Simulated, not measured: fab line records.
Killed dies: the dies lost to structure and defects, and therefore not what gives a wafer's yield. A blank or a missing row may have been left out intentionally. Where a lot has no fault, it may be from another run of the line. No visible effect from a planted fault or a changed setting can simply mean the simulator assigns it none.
Lot-split experiment    flow n5 finfet    on a route of 1938 steps: 7 lots, 39 wafers read

ON THE SPLIT
At N5_WELL_APT_IMPLANT_15, the setting energy kev was moved away from the recipe's 25 on 9 of the 39 wafers read, by -10.0% to +9.3%. All remaining wafers had this setting at the recipe value.

The reading is taken at the split's own step.

THE READING
The simulator's own value implant.drp nm, read by no gauge, in nm at N5_WELL_APT_IMPLANT_15. No usual value for it is given in the file.

wafer   tool, chamber at the split  energy kev as run  against the recipe  implant.drp nm, nm  against lot-mates on the recipe
L075.1  implanter-02, 0             25                 recipe              8.457               -
L075.2  implanter-02, 0             25                 recipe              8.457               -
L075.6  implanter-02, 0             25                 recipe              8.457               -
L075.3  implanter-02, 0             27.32              +9.3%               9.01                +0.553
L075.4  implanter-02, 0             27.32              +9.3%               9.01                +0.553
L075.5  implanter-02, 0             27.32              +9.3%               9.01                +0.553
L076.1  implanter-01, 0             25                 recipe              8.457               -
L076.2  implanter-01, 0             25                 recipe              8.457               -
L076.3  implanter-01, 0             25                 recipe              8.457               -
L076.4  implanter-01, 0             25                 recipe              8.457               -
L076.5  implanter-01, 0             25                 recipe              8.457               -
L076.6  implanter-01, 0             25                 recipe              8.457               -
L085.1  implanter-01, 0             22.51              -10.0%              7.855               -0.602
L085.3  implanter-01, 0             22.51              -10.0%              7.855               -0.602
L085.4  implanter-01, 0             22.51              -10.0%              7.855               -0.602
L085.2  implanter-01, 0             25                 recipe              8.457               -
L085.5  implanter-01, 0             25                 recipe              8.457               -
L085.6  implanter-01, 0             25                 recipe              8.457               -
L087.2  implanter-02, 0             25                 recipe              8.457               -
L087.3  implanter-02, 0             25                 recipe              8.457               -
L087.6  implanter-02, 0             25                 recipe              8.457               -
L088.1  implanter-01, 0             25                 recipe              8.457               -
L088.2  implanter-01, 0             25                 recipe              8.457               -
L088.3  implanter-01, 0             25                 recipe              8.457               -
L088.4  implanter-01, 0             25                 recipe              8.457               -
L088.5  implanter-01, 0             25                 recipe              8.457               -
L088.6  implanter-01, 0             25                 recipe              8.457               -
L092.1  implanter-02, 0             25                 recipe              8.457               -
L092.4  implanter-02, 0             25                 recipe              8.457               -
L092.5  implanter-02, 0             25                 recipe              8.457               -
L092.2  implanter-02, 0             26.51              +6.0%               8.818               +0.361
L092.3  implanter-02, 0             26.51              +6.0%               8.818               +0.361
L092.6  implanter-02, 0             26.51              +6.0%               8.818               +0.361
L097.1  implanter-02, 0             25                 recipe              8.457               -
L097.2  implanter-02, 0             25                 recipe              8.457               -
L097.3  implanter-02, 0             25                 recipe              8.457               -
L097.4  implanter-02, 0             25                 recipe              8.457               -
L097.5  implanter-02, 0             25                 recipe              8.457               -
L097.6  implanter-02, 0             25                 recipe              8.457               -

THE FIT
A straight line over all 39 wafers: implant.drp nm changes by +0.06 nm for each +1% of energy kev; r = +1.00; the points scatter about the line by 0.0015 nm.
The same after taking each lot's own level away (the mean of its wafers on the recipe; 39 wafers): +0.06 nm for each +1%; r = +1.00; scatter 0.0015 nm.
The reading moves by 0.6 nm for the largest change in energy kev, on that fit.
The lots' own levels span 8.4570 to 8.4570 nm.
The two slopes are in agreement: the lot-to-lot level therefore moves the slope only a little.
Check: with one of the wafers moved furthest among these (-10.0%) left out of the fit, the line predicts -0.598 nm for it against its lot-mates. It came out at -0.602 nm against them.

THE WHOLE CHAIN: every reading that the file lists as answering this split, in the file's order
step                    what it does  reading                                                          change (the file's fit)                r (the file's)
N5_WELL_APT_IMPLANT_15                implant.rp nm (the simulator's own value, which no gauge read)   +0.138 nm for each +1% of the setting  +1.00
N5_WELL_APT_IMPLANT_15                implant.drp nm (the simulator's own value, which no gauge read)  +0.06 nm for each +1% of the setting   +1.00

THE FILE'S OWN FIT
implant.drp nm changes by +0.06 nm for each +1% of energy kev, r = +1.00.
